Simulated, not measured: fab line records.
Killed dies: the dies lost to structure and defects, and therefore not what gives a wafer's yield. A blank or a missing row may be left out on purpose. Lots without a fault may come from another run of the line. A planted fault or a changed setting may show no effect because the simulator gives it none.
A lot that was struck, set against a sound lot :: flow nand harc :: 14 steps out of a route of 1159
Sound: the wafers L312.2, L312.5, L312.6. Wafers struck: L324.1, L324.2, L324.4. The cause is given at the end.
Order at every step that has rows: each side's tool, ch and its chambers, its first start. Under that, the readings that differ: sound wafers :: struck wafers :: difference of the means :: sigmas: that difference in standard deviations of wafers without a fault.
alike: a reading whose means differ by less than 2 such deviations, as well as words and numbers matching on both sides. not compared: withheld readings; readings where some wafer has no value; bounds like >300 that might hide an equal value; numbers whose values overlap and for which the record gives no deviation.
The two part at a step that has a row with sigmas, a row that says differs or no value, or rows on one side only. Non-overlapping numbers with no deviation appear without sigmas and do not part them. A reading that every wafer of one side lacks parts them only if that side has two wafers or more.

first, 1 step without rows for these wafers: NHARC_A_CONTACT_ETCH_111 (etches the open film in C4F8/O2/Ar, time 140 s, target depth 700 nm).
NHARC_A_CONTACT_ETCH_112: etches the open film in C4F8/O2/Ar, time 94 s, target depth 922 nm.
  sound on har cap etch-01 ch 0,1, day 16 16:58; struck on har cap etch-02 ch 0,1, day 20 07:38
  alike: chamber pressure mTorr, oes air line au
  not compared: rf hours counter h
then, 2 steps without rows for these wafers: NHARC_A_CONTACT_ETCH_113 (etches the open film in C4F8/O2/Ar, time 94 s, target depth 922 nm); NHARC_A_CONTACT_ETCH_114 (etches the open film in C4F8/O2/Ar, time 94 s, target depth 922 nm).
NHARC_A_CONTACT_ETCH_115: etches the open film in C4F8/O2/Ar, time 94 s, target depth 922 nm.
  sound on har cap etch-01 ch 0,1, day 16 17:14; struck on har cap etch-02 ch 0,1, day 20 07:59
  alike: chamber pressure mTorr, oes air line au
  not compared: rf hours counter h
then, 1 step without rows for these wafers: NHARC_A_CONTACT_ETCH_116 (etches the open film in C4F8/O2/Ar, time 94 s, target depth 922 nm).
NHARC_A_CONTACT_ETCH_117: etches the open film in C4F8/O2/Ar, time 94 s, target depth 922 nm.
  sound on har cap etch-01 ch 0,1, day 16 17:25; struck on har cap etch-02 ch 0,1, day 20 08:10
  alike: chamber pressure mTorr, oes air line au
  not compared: rf hours counter h
NHARC_A_CONTACT_ETCH_118: etches the open film in C4F8/O2/Ar, time 94 s, target depth 922 nm.
  sound on har cap etch-01 ch 0,1, day 16 17:31; struck on har cap etch-02 ch 0,1, day 20 08:16
  alike: chamber pressure mTorr, oes air line au
  not compared: rf hours counter h
then, 1 step without rows for these wafers: NHARC_A_CONTACT_ETCH_119 (etches the open film in C4F8/O2/Ar, time 94 s, target depth 922 nm).
NHARC_A_CONTACT_ETCH_120: etches the open film in C4F8/O2/Ar, time 94 s, target depth 922 nm.
  sound on har cap etch-01 ch 0,1, day 16 17:41; struck on har cap etch-02 ch 0,1, day 20 08:27
reading: oes air line au (a.u.)
sound: 0.968 0.958 0.985
struck: 1.036 1.002 1.020
difference: +0.049
sigmas: +3
  alike: chamber pressure mTorr
  not compared: rf hours counter h
then, 2 steps without rows for these wafers: NHARC_A_CONTACT_ETCH_121 (etches the open film in C4F8/O2/Ar, time 94 s, target depth 922 nm); NHARC_A_CONTACT_ETCH_122 (etches the open film in C4F8/O2/Ar, time 95 s, target depth 930 nm).
NHARC_A_CONTACT_ETCH_123: etches the open film in C4F8/O2/Ar, time 253 s, target depth 1090 nm.
  sound on har cap etch-01 ch 0,1, day 16 18:01; struck on har cap etch-02 ch 0,1, day 20 08:43
  no value came back on the struck wafers for chamber pressure mTorr (mTorr), oes air line au (a.u.); on the sound wafers chamber pressure mTorr (mTorr) reads 20.001 20.003 19.977
  not compared: rf hours counter h
then, 1 step without rows for these wafers: NHARC_A_CONTACT_ETCH_90 (etches the open film in CH3F/O2, target depth 40 nm, time 85.7 s).

## WHERE THEY PART
Last at NHARC_A_CONTACT_ETCH_123 as far as this record goes, first at NHARC_A_CONTACT_ETCH_120.

WHY: what the simulator had put in
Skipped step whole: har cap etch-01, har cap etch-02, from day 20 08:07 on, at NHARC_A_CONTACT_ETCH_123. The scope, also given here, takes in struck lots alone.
